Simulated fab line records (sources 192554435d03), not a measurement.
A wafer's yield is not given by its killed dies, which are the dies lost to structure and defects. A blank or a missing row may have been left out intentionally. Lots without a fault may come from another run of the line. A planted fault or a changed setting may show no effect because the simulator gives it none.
Lot-split experiment :: flow n5 finfet :: on a route of 1938 steps: 7 lots, 21 wafers read

THE SPLIT ITSELF
At N5_SD_EPI_N_EPI_21 (deposits Si:P, time 690 s), the setting temp c was moved away from the recipe's 680 C on 6 of the 21 wafers read, by -0.6% to +0.6%. This setting was run at the recipe's value on the other wafers.

FROM THE SPLIT TO THE READING: what the file shows between them, 7 steps
- N5_SD_EPI_N_EPI_MEAS_23
- N5_SD_EPI_P_EPI_21: deposits SiGe:B, time 355 s (also split here: epi growth time s)
- N5_SD_EPI_P_HM_STRIP_48: strips SiNx in H3PO4, material SiNx, target depth 3 nm
- N5_SD_EPI_P_SRD_49: time 30 s
- N5_SD_EPI_P_PRECLEAN_24: cleans in O3/DIW, time 45 s
- N5_SD_ACTIVATION_RTA_00: time 0 s
- N5_SD_ACTIVATION_LSA_01: time 0.0008 s

THE READING
RS_SD_N, in ohm/sq, at N5_SD_ACTIVATION_RS_MEAS_03 (measures by four-point-probe). On this fab line, fault-free wafers typically give 21.82 ohm/sq with a standard deviation of 0.28 ohm/sq.

wafer: L076.1
tool, chamber at the split: epi rpcvd-01, 0
temp c as run, C: 680
against the recipe: recipe
RS_SD_N, ohm/sq: 22.19
against lot-mates on the recipe: -

wafer: L076.2
tool, chamber at the split: epi rpcvd-01, 0
temp c as run, C: 680
against the recipe: recipe
RS_SD_N, ohm/sq: 21.67
against lot-mates on the recipe: -

wafer: L076.5
tool, chamber at the split: epi rpcvd-01, 0
temp c as run, C: 680
against the recipe: recipe
RS_SD_N, ohm/sq: 21.90
against lot-mates on the recipe: -

wafer: L077.2
tool, chamber at the split: epi rpcvd-01, 0
temp c as run, C: 680
against the recipe: recipe
RS_SD_N, ohm/sq: 21.81
against lot-mates on the recipe: -

wafer: L077.3
tool, chamber at the split: epi rpcvd-01, 0
temp c as run, C: 680
against the recipe: recipe
RS_SD_N, ohm/sq: 21.80
against lot-mates on the recipe: -

wafer: L077.4
tool, chamber at the split: epi rpcvd-01, 0
temp c as run, C: 683.3
against the recipe: +0.5%
RS_SD_N, ohm/sq: 20.67
against lot-mates on the recipe: -1.13

wafer: L085.2
tool, chamber at the split: epi rpcvd-02, 0
temp c as run, C: 676.2
against the recipe: -0.6%
RS_SD_N, ohm/sq: 23.58
against lot-mates on the recipe: +1.71

wafer: L085.3
tool, chamber at the split: epi rpcvd-02, 0
temp c as run, C: 680
against the recipe: recipe
RS_SD_N, ohm/sq: 21.87
against lot-mates on the recipe: -

wafer: L085.5
tool, chamber at the split: epi rpcvd-02, 0
temp c as run, C: 676.2
against the recipe: -0.6%
RS_SD_N, ohm/sq: 23.26
against lot-mates on the recipe: +1.39

wafer: L089.1
tool, chamber at the split: epi rpcvd-01, 0
temp c as run, C: 681.6
against the recipe: +0.2%
RS_SD_N, ohm/sq: 21.34
against lot-mates on the recipe: -0.57

wafer: L089.4
tool, chamber at the split: epi rpcvd-01, 0
temp c as run, C: 680
against the recipe: recipe
RS_SD_N, ohm/sq: 21.91
against lot-mates on the recipe: -

wafer: L089.5
tool, chamber at the split: epi rpcvd-01, 0
temp c as run, C: 681.6
against the recipe: +0.2%
RS_SD_N, ohm/sq: 20.87
against lot-mates on the recipe: -1.04

wafer: L094.2
tool, chamber at the split: epi rpcvd-02, 0
temp c as run, C: 680
against the recipe: recipe
RS_SD_N, ohm/sq: 21.80
against lot-mates on the recipe: -

wafer: L094.4
tool, chamber at the split: epi rpcvd-02, 0
temp c as run, C: 680
against the recipe: recipe
RS_SD_N, ohm/sq: 21.47
against lot-mates on the recipe: -

wafer: L094.6
tool, chamber at the split: epi rpcvd-02, 0
temp c as run, C: 680
against the recipe: recipe
RS_SD_N, ohm/sq: 21.78
against lot-mates on the recipe: -

wafer: L096.2
tool, chamber at the split: epi rpcvd-02, 0
temp c as run, C: 680
against the recipe: recipe
RS_SD_N, ohm/sq: 22.39
against lot-mates on the recipe: -

wafer: L096.5
tool, chamber at the split: epi rpcvd-02, 0
temp c as run, C: 680
against the recipe: recipe
RS_SD_N, ohm/sq: 22.17
against lot-mates on the recipe: -

wafer: L096.6
tool, chamber at the split: epi rpcvd-02, 0
temp c as run, C: 680
against the recipe: recipe
RS_SD_N, ohm/sq: 22.28
against lot-mates on the recipe: -

wafer: L097.2
tool, chamber at the split: epi rpcvd-03, 0
temp c as run, C: 684
against the recipe: +0.6%
RS_SD_N, ohm/sq: 20.07
against lot-mates on the recipe: -1.38

wafer: L097.4
tool, chamber at the split: epi rpcvd-03, 0
temp c as run, C: 680
against the recipe: recipe
RS_SD_N, ohm/sq: 21.35
against lot-mates on the recipe: -

wafer: L097.5
tool, chamber at the split: epi rpcvd-03, 0
temp c as run, C: 680
against the recipe: recipe
RS_SD_N, ohm/sq: 21.54
against lot-mates on the recipe: -

THE FIT
A straight line over all 21 wafers: RS_SD_N changes by -2.83 ohm/sq for each +1% of temp c; r = -0.94; the points scatter about the line by 0.28 ohm/sq.
The same after taking each lot's own level away (the mean of its wafers on the recipe; 21 wafers): -2.64 ohm/sq for each +1%; r = -0.97; scatter 0.17 ohm/sq.
That fit puts the effect of the largest move of temp c on the reading at 1.6 ohm/sq.
The lots' own levels span 21.445 to 22.280 ohm/sq, that is 3.0 times the standard deviation above.
Hence the lot-to-lot level has little effect on the slope; both slopes agree.
Check: with one of the wafers moved furthest among these (+0.6%) left out of the fit, the line predicts -1.62 ohm/sq for it against its lot-mates. Against them it came out at -1.38 ohm/sq.

ADDITIONAL SPLITS CARRIED BY THESE WAFERS
Before the reading, these wafers also passed through other splits. Each is held against what the fit with the lots' levels taken away leaves over:
other split on the same wafers: N5_FIN_SAQP_COAT_49 spin rpm
wafers away from the commonest value: 8
r with RS_SD_N (lot level and that fit taken away): -0.04

other split on the same wafers: N5_FIN_SAQP_EXPOSE_13 dose mj
wafers away from the commonest value: 7
r with RS_SD_N (lot level and that fit taken away): +0.05

other split on the same wafers: N5_FIN_SAQP_FIN_ETCH_36 bias w
wafers away from the commonest value: 6
r with RS_SD_N (lot level and that fit taken away): +0.15

other split on the same wafers: N5_FIN_CUT_COAT_19 spin rpm
wafers away from the commonest value: 6
r with RS_SD_N (lot level and that fit taken away): -0.08

other split on the same wafers: N5_DUMMY_GATE_HM_DEP_06 time s
wafers away from the commonest value: 12
r with RS_SD_N (lot level and that fit taken away): -0.04

other split on the same wafers: N5_DUMMY_GATE_COAT_28 spin rpm
wafers away from the commonest value: 8
r with RS_SD_N (lot level and that fit taken away): -0.11

other split on the same wafers: N5_SD_EPI_N_ETCH_16 target depth a
wafers away from the commonest value: 8
r with RS_SD_N (lot level and that fit taken away): +0.10

other split on the same wafers: N5_SD_EPI_P_EPI_21 epi growth time s
wafers away from the commonest value: 6
r with RS_SD_N (lot level and that fit taken away): +0.13

THE WHOLE CHAIN: every reading that the file lists as answering this split, in the file's order
step: N5_SD_EPI_N_EPI_21
what it does: deposits Si:P, time 690 s
reading: Si-P_of_SD_EPI_N_EPI_21.thk nm (the simulator's own value, which no gauge read)
change (the file's fit): +7.46 nm for each +1% of the setting
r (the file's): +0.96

step: N5_SD_EPI_N_EPI_MEAS_23
what it does: 
reading: thk nm
change (the file's fit): withheld for each +1% of the setting
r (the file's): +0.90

step: N5_SD_EPI_P_HM_STRIP_48
what it does: strips SiNx in H3PO4, material SiNx, target depth 3 nm
reading: Si-P_of_SD_EPI_N_EPI_21.thk nm (the simulator's own value, which no gauge read)
change (the file's fit): +7.34 nm for each +1% of the setting
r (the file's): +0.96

step: N5_SD_ACTIVATION_RS_MEAS_03
what it does: measures by four-point-probe
reading: RS_SD_N
change (the file's fit): -2.55 for each +1% of the setting
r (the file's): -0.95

THE FILE'S OWN FIT
RS_SD_N changes by -2.55 ohm/sq for each +1% of temp c, r = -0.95.
